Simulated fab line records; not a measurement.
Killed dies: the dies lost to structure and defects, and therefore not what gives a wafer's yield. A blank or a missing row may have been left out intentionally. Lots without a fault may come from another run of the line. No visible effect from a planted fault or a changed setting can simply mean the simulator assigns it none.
A lot that was struck, set against a sound lot / flow n5 finfet / 41 out of 1938 route steps
Sound: the wafers L617.2, L617.4, L617.5. The struck wafers were L623.1, L623.4, L623.5. The cause is named last.
Each step with rows lists, per side, the tool, then ch with its chambers, then its first start. Under that, the readings that differ: sound wafers / struck wafers / difference of the means / sigmas: that difference in standard deviations of wafers without a fault.
alike: readings whose means differ by less than 2 such deviations, and words and numbers that are the same on both sides. not compared: withheld readings, readings that some wafer has no value for, bounds like >300 that may hide the same value, and numbers for which the record gives no deviation and whose values overlap.
Wherever a step has rows on one side only, a row that says differs or no value, or a row with sigmas, the two part there. Numbers that don't overlap but have no deviation are shown without sigmas and don't part them. A reading missing from all wafers of one side parts the sides only when that side holds two or more wafers.

first, 4 steps without rows for these wafers: N5_BEOL_M3_SURFACE_TREAT_85; N5_BEOL_M3_CVD_47 (deposits Co from CCTBA/H2, target thk 3 nm, time 223.8 s); N5_BEOL_M3_SPUTTER_48 (material Cu, target thk 4.5 nm, time 8.29 s); N5_BEOL_M3_ANNEAL_49 (time 240 s).
N5_BEOL_M3_SPUTTER_79: material Cu, target thk 4.5 nm, time 8.29 s.
  sound on pvd sputter-01, day 7 11:38; struck on pvd sputter-01, day 9 05:25
  alike: throttle valve pct
then, 2 steps without rows for these wafers: N5_BEOL_M3_ANNEAL_80 (time 240 s); N5_BEOL_M3_SPUTTER_81 (material Cu, target thk 4.5 nm, time 8.29 s).
N5_BEOL_M3_ANNEAL_82: time 240 s.
  sound on pvd sputter-01, day 7 11:56; struck on pvd sputter-01, day 9 05:43
  alike: heater power w, susceptor_temp_C_max
N5_BEOL_M3_SPUTTER_86: material Cu, target thk 4.5 nm, time 8.29 s.
  sound on pvd sputter-01, day 7 12:04; struck on pvd sputter-01, day 9 05:51
  alike: throttle valve pct
then, 3 steps without rows for these wafers: N5_BEOL_M3_ANNEAL_87 (time 240 s); N5_BEOL_M3_SPUTTER_88 (material Cu, target thk 4.5 nm, time 8.29 s); N5_BEOL_M3_ANNEAL_89 (time 240 s).
N5_BEOL_M3_SPUTTER_90: material Cu, target thk 4.5 nm, time 8.29 s.
  sound on pvd sputter-01, day 7 12:31; struck on pvd sputter-01, day 9 06:17
  alike: throttle valve pct
then, 13 steps without rows for these wafers: N5_BEOL_M3_ANNEAL_91 (time 240 s); N5_BEOL_M3_SPUTTER_92 (material Cu, target thk 4.5 nm, time 8.29 s); N5_BEOL_M3_ANNEAL_93 (time 240 s); N5_BEOL_M3_SPUTTER_94 (material Cu, target thk 4.5 nm, time 8.29 s); N5_BEOL_M3_ANNEAL_95 (time 240 s); N5_BEOL_M3_SPUTTER_96 (material Cu, target thk 4.5 nm, time 8.29 s); N5_BEOL_M3_ECD_50 (material Cu, target thk 300 nm); N5_BEOL_M3_ANNEAL_51 (time 90 s); N5_BEOL_M3_CMP_52 (polishes, stops on SiOC, t overpolish 6.8 s, target thk 40 nm); N5_BEOL_M3_PRE_CLEAN_60 (time 15 s); N5_BEOL_M3_CO_CAP_55 (material Co, precursor CCTBA/H2, target thk 2 nm, time 102.1 s); N5_BEOL_M3_PRE_CLEAN_56 (time 15 s); N5_BEOL_M3_DEP_57 (deposits SiCN from 3MS/NH3, target thk 8 nm, time 14 s).
N5_BEOL_M3_RS_MEAS_58: measures by four-point-probe.
  sound on film metro-01, day 7 14:26; struck on film metro-01, day 9 08:49
  alike: M3_RS
N5_BEOL_M4_ILD_DEP_00: deposits SiOC from DEMS/O2, target thk 79 nm, time 15.3 s.
  sound on pecvd-04 ch 0, day 7 14:30; struck on pecvd-01 ch 1,2, day 9 08:53
  alike: heater power w, showerhead plenum p Torr, throttle valve pct
N5_BEOL_M4_THK_MEAS_01:
  sound on film metro-01, day 7 14:35; struck on film metro-02, day 9 08:56
  alike: M4_ILD_THK
then, 1 step without rows for these wafers: N5_BEOL_M4_PECVD_72 (deposits SiO2 from TEOS/O2, target thk 16 nm, time 18 s).
N5_BEOL_M4_HM_DEP_02: deposits TiN, target thk 20 nm.
  sound on pvd sputter-02, day 7 14:48; struck on pvd sputter-03, day 9 10:53
  alike: throttle valve pct
then, 9 steps without rows for these wafers: N5_BEOL_M4_COAT_61 (time 60 s, resist thk 60 nm); N5_BEOL_M4_COAT_62 (time 60 s, resist thk 12 nm); N5_BEOL_M4_COAT_73 (time 60 s, resist thk 5 nm); N5_BEOL_M4_COAT_05 (resist thk 30 nm); N5_BEOL_M4_EBR_07; N5_BEOL_M4_SOFTBAKE_06 (time 60 s); N5_BEOL_M4_EXPOSE_08 (exposes mask M4); N5_BEOL_M4_PEB_09 (peb time 60 s); N5_BEOL_M4_DEVELOP_10 (develop time 30 s).
-- the record jumps here: 4 days lie between the struck wafers' starts before and after (it left off in module BEOL_M4 and takes up again in module PASSIVATION, whose first step shown is number 1936 of the route) --
N5_PASSIVATION_PROBE_49:
  the record has rows for the struck wafers here (prober-01, day 13 13:59) and none for the sound ones

## WHERE THEY PART
Within this record, at N5_PASSIVATION_PROBE_49 only.

WHY: whatever the simulator had introduced
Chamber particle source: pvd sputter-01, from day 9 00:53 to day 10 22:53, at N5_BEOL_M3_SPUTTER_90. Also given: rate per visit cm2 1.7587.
